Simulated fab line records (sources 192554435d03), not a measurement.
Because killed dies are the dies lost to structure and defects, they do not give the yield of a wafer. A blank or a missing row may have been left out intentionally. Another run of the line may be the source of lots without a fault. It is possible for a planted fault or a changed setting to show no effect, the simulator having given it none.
Matching of chambers || flow n5_finfet || rie_diel-01 running N5_BEOL_M10_STRIP_67: 4 sister chambers
The step strips in CF4. 18 wafers are shown with their chamber, then 9 later ones without.

== EACH WAFER AND ITS CHAMBER ==
{"wafer": "L077.1", "chamber": 1, "throttle_valve_pct (%)": 13.69, "oes_product_au (a.u.)": 0.87, "showerhead_plenum_p_Torr (Torr)": 1.76}
{"wafer": "L077.2", "chamber": 0, "throttle_valve_pct (%)": 14.07, "oes_product_au (a.u.)": 0.70, "showerhead_plenum_p_Torr (Torr)": 1.85}
{"wafer": "L077.5", "chamber": 3, "throttle_valve_pct (%)": 13.83, "oes_product_au (a.u.)": 0.70, "showerhead_plenum_p_Torr (Torr)": 1.72}
{"wafer": "L080.1", "chamber": 0, "throttle_valve_pct (%)": 14.10, "oes_product_au (a.u.)": 0.70, "showerhead_plenum_p_Torr (Torr)": 1.85}
{"wafer": "L080.3", "chamber": 2, "throttle_valve_pct (%)": 13.40, "oes_product_au (a.u.)": 0.96, "showerhead_plenum_p_Torr (Torr)": 1.78}
{"wafer": "L080.5", "chamber": 2, "throttle_valve_pct (%)": 13.43, "oes_product_au (a.u.)": 0.95, "showerhead_plenum_p_Torr (Torr)": 1.78}
{"wafer": "L082.1", "chamber": 1, "throttle_valve_pct (%)": 13.76, "oes_product_au (a.u.)": 0.83, "showerhead_plenum_p_Torr (Torr)": 1.76}
{"wafer": "L082.4", "chamber": 1, "throttle_valve_pct (%)": 13.77, "oes_product_au (a.u.)": 0.83, "showerhead_plenum_p_Torr (Torr)": 1.76}
{"wafer": "L082.5", "chamber": 0, "throttle_valve_pct (%)": 14.10, "oes_product_au (a.u.)": 0.68, "showerhead_plenum_p_Torr (Torr)": 1.85}
{"wafer": "L085.1", "chamber": 2, "throttle_valve_pct (%)": 13.44, "oes_product_au (a.u.)": 0.91, "showerhead_plenum_p_Torr (Torr)": 1.77}
{"wafer": "L085.2", "chamber": 0, "throttle_valve_pct (%)": 14.13, "oes_product_au (a.u.)": 0.68, "showerhead_plenum_p_Torr (Torr)": 1.85}
{"wafer": "L085.4", "chamber": 0, "throttle_valve_pct (%)": 14.12, "oes_product_au (a.u.)": 0.68, "showerhead_plenum_p_Torr (Torr)": 1.85}
{"wafer": "L087.1", "chamber": 2, "throttle_valve_pct (%)": 13.47, "oes_product_au (a.u.)": 0.90, "showerhead_plenum_p_Torr (Torr)": 1.77}
{"wafer": "L087.2", "chamber": 1, "throttle_valve_pct (%)": 13.79, "oes_product_au (a.u.)": 0.82, "showerhead_plenum_p_Torr (Torr)": 1.75}
{"wafer": "L087.3", "chamber": 3, "throttle_valve_pct (%)": 13.34, "oes_product_au (a.u.)": 0.95, "showerhead_plenum_p_Torr (Torr)": 1.92}
{"wafer": "L089.2", "chamber": 1, "throttle_valve_pct (%)": 13.81, "oes_product_au (a.u.)": 0.83, "showerhead_plenum_p_Torr (Torr)": 1.75}
{"wafer": "L089.3", "chamber": 3, "throttle_valve_pct (%)": 13.33, "oes_product_au (a.u.)": 0.94, "showerhead_plenum_p_Torr (Torr)": 1.92}
{"wafer": "L089.6", "chamber": 2, "throttle_valve_pct (%)": 13.48, "oes_product_au (a.u.)": 0.89, "showerhead_plenum_p_Torr (Torr)": 1.77}

SIGNATURES (means of the wafers above)
{"reading": "throttle_valve_pct", "chamber 0": 14.1040, "chamber 1": 13.7640, "chamber 2": 13.4440, "chamber 3": 13.5000, "scatter within a chamber": 0.113}
{"reading": "oes_product_au", "chamber 0": 0.6880, "chamber 1": 0.8360, "chamber 2": 0.9220, "chamber 3": 0.8633, "scatter within a chamber": 0.0573}
{"reading": "showerhead_plenum_p_Torr", "chamber 0": 1.8500, "chamber 1": 1.7560, "chamber 2": 1.7740, "chamber 3": 1.8533, "scatter within a chamber": 0.0438}
Rule: a wafer lies at a distance from a chamber equal to the root of the sum of squares, over the readings, of (its reading less the chamber's mean, divided by the reading's scatter). If the next closest chamber is less than 2 further off than the closest, the wafer can't be placed; otherwise it belongs to the closest. The scatter is the square root of a quotient: the sum, over the shown wafers, of each reading's squared deviation from its chamber's mean, divided by wafers minus chambers.

== WAFERS WITHOUT THEIR CHAMBER ==
{"wafer": "L092.1", "throttle_valve_pct (%)": 13.48, "oes_product_au (a.u.)": 0.90, "showerhead_plenum_p_Torr (Torr)": 1.77}
{"wafer": "L092.3", "throttle_valve_pct (%)": 13.34, "oes_product_au (a.u.)": 0.93, "showerhead_plenum_p_Torr (Torr)": 1.92}
{"wafer": "L092.6", "throttle_valve_pct (%)": 13.34, "oes_product_au (a.u.)": 0.93, "showerhead_plenum_p_Torr (Torr)": 1.92}
{"wafer": "L095.1", "throttle_valve_pct (%)": 13.60, "oes_product_au (a.u.)": 0.95, "showerhead_plenum_p_Torr (Torr)": 1.84}
{"wafer": "L095.4", "throttle_valve_pct (%)": 13.58, "oes_product_au (a.u.)": 0.96, "showerhead_plenum_p_Torr (Torr)": 1.84}
{"wafer": "L095.5", "throttle_valve_pct (%)": 13.85, "oes_product_au (a.u.)": 0.81, "showerhead_plenum_p_Torr (Torr)": 1.75}
{"wafer": "L097.2", "throttle_valve_pct (%)": 13.53, "oes_product_au (a.u.)": 0.86, "showerhead_plenum_p_Torr (Torr)": 1.76}
{"wafer": "L097.3", "throttle_valve_pct (%)": 13.58, "oes_product_au (a.u.)": 0.93, "showerhead_plenum_p_Torr (Torr)": 1.84}
{"wafer": "L097.6", "throttle_valve_pct (%)": 13.59, "oes_product_au (a.u.)": 0.94, "showerhead_plenum_p_Torr (Torr)": 1.84}

== WHICH CHAMBER EACH ONE RAN IN ==
{"wafer": "L092.1", "from the rows above": "can't be placed: 2 or 3", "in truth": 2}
{"wafer": "L092.3", "from the rows above": "can't be placed: 3 or 2", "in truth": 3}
{"wafer": "L092.6", "from the rows above": "can't be placed: 3 or 2", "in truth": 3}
{"wafer": "L095.1", "from the rows above": "can't be placed: 3 or 2 or 1", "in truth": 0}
{"wafer": "L095.4", "from the rows above": "can't be placed: 3 or 2 or 1", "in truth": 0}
{"wafer": "L095.5", "from the rows above": 1, "in truth": 1}
{"wafer": "L097.2", "from the rows above": "can't be placed: 2 or 1 or 3", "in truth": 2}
{"wafer": "L097.3", "from the rows above": "can't be placed: 3 or 2 or 1", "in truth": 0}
{"wafer": "L097.6", "from the rows above": "can't be placed: 3 or 2 or 1", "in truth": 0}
Correctly placed: 1 of 9. From these rows, 8 cannot be placed; in 4 the true chamber is one of the candidates. Wrongly placed: 0.
